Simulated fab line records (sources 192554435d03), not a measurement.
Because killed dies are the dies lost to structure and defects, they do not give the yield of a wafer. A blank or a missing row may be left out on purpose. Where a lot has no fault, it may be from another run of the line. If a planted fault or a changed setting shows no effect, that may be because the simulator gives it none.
A struck lot beside a sound one -- flow n5 finfet -- 36 out of 1938 route steps
Sound: the wafers L120.4, L120.5, L120.6. Struck: wafers L128.4, L128.5. (L128.3 of the same lot was not struck and is left out.) The cause comes at the end.
Order at every step that has rows: each side's tool, ch and its chambers, its first start. Under that, the readings that differ: sound wafers -- struck wafers -- difference of the means -- sigmas: that difference in standard deviations of wafers without a fault.
alike: readings whose means differ by less than 2 such deviations, and words and numbers that are the same on both sides. not compared: withheld readings, readings that some wafer has no value for, bounds like >300 that may hide the same value, and numbers for which the record gives no deviation and whose values overlap.
A row with sigmas, a row that says differs or no value, or rows on one side alone: a step with any of these is where the two part. Numbers that have no deviation but don't overlap get no sigmas and don't part them. A reading missing from all wafers of one side parts the sides only when that side holds two or more wafers.

first, 9 steps without rows for these wafers: N5_BEOL_M5_ANNEAL_89 (time 1800 s); N5_BEOL_M5_SPUTTER_90 (material Cu, target thk 4.5 nm, time 8.29 s); N5_BEOL_M5_ECD_50 (material Cu, target thk 300 nm); N5_BEOL_M5_ANNEAL_51 (time 90 s); N5_BEOL_M5_CMP_52 (polishes, stops on SiCOH lowk, t overpolish 6.9 s, target thk 62 nm); N5_BEOL_M5_PRE_CLEAN_77 (time 15 s); N5_BEOL_M5_CO_CAP_78 (material Co, precursor CCTBA/H2, target thk 2 nm, time 102.1 s); N5_BEOL_M5_PRE_CLEAN_55 (time 15 s); N5_BEOL_M5_DEP_56 (deposits SiCN from 3MS/NH3, target thk 8 nm, time 14 s).
N5_BEOL_M6_ILD_DEP_00: deposits SiCOH lowk from DEMS/porogen, target thk 179.75 nm, time 33.4 s.
  sound on pecvd-03 ch 0,1,2, day 9 02:14; struck on pecvd-03 ch 0,2, day 11 12:59
reading,sound,struck,difference,sigmas
model.SiCOH_lowk_of_BEOL_M6_ILD_DEP_00.thk nm (nm),180.4 180.4 180.8,186.4 184.6,+5.0,
  alike: heater power w, showerhead plenum p Torr, showerhead vpp V, throttle valve pct
then, 1 step without rows for these wafers: N5_BEOL_M6_CURE_74 (cures SiCOH lowk, time 240 s).
N5_BEOL_M6_THK_MEAS_01:
  struck on film metro-02, day 11 13:33; sound on film metro-01, day 9 02:47
reading,sound,struck,difference,sigmas
M6_ILD_THK (nm),155.5 155.5 155.9,160.8 159.1,+4.3,+2
then, 23 steps without rows for these wafers: N5_BEOL_M6_PECVD_70 (deposits SiO2 from TEOS/O2, target thk 20 nm, time 22.7 s); N5_BEOL_M6_HM_DEP_02 (deposits TiN, target thk 20 nm); N5_BEOL_M6_COAT_59 (time 60 s, resist thk 100 nm); N5_BEOL_M6_COAT_60 (time 60 s, resist thk 35 nm); N5_BEOL_M6_COAT_05 (resist thk 90 nm); N5_BEOL_M6_EBR_07; N5_BEOL_M6_SOFTBAKE_06 (time 60 s); N5_BEOL_M6_EXPOSE_08 (exposes mask M6); N5_BEOL_M6_PEB_09 (peb time 60 s); N5_BEOL_M6_DEVELOP_10 (develop time 30 s); N5_BEOL_M6_DESCUM_16 (chemistry O2, time 7.9 s); N5_BEOL_M6_ETCH_61 (etches SiARC in CF4, target depth 45.5 nm, time 75.8 s); N5_BEOL_M6_ETCH_62 (etches SOC in N2/H2, target depth 110 nm, overetch 22 nm, time 165 s); N5_BEOL_M6_STRIP_68 (strips in N2/H2); N5_BEOL_M6_STRIP_67 (strips in CF4); N5_BEOL_M6_HM_OPEN_17 (chemistry Cl2/BCl3, target TiN, target depth 20 nm, overetch 6 nm); N5_BEOL_M6_STRIP_19 (strips in O2); N5_BEOL_M6_COAT_63 (time 60 s, resist thk 60 nm); N5_BEOL_M6_COAT_64 (time 60 s, resist thk 12 nm); N5_BEOL_M6_COAT_71 (time 60 s, resist thk 5 nm); N5_BEOL_M6_COAT_22 (resist thk 30 nm); N5_BEOL_M6_EBR_24; N5_BEOL_M6_SOFTBAKE_23 (time 60 s).
N5_BEOL_M6_CMP_52: polishes, stops on SiCOH lowk, t overpolish 6.9 s, target thk 80 nm.
  sound on cmp-01 ch 1,2, day 9 11:43; struck on cmp-01 ch 1, day 11 22:25
reading,sound,struck,difference,sigmas
model.SiCOH_lowk_of_BEOL_M6_ILD_DEP_00.thk nm (nm),152.6 152.6 152.8,157.8 156.2,+4.3,
  alike: barrier field endpoint s, motor current A, overpolish run s, slurry flow ml min, time to endpoint s

== WHERE THEY PART ==
Only at N5_BEOL_M6_THK_MEAS_01, within this record. Later steps at which nothing parts them and some readings are alike: N5_BEOL_M6_CMP_52.

WHY: the cause the simulator had injected
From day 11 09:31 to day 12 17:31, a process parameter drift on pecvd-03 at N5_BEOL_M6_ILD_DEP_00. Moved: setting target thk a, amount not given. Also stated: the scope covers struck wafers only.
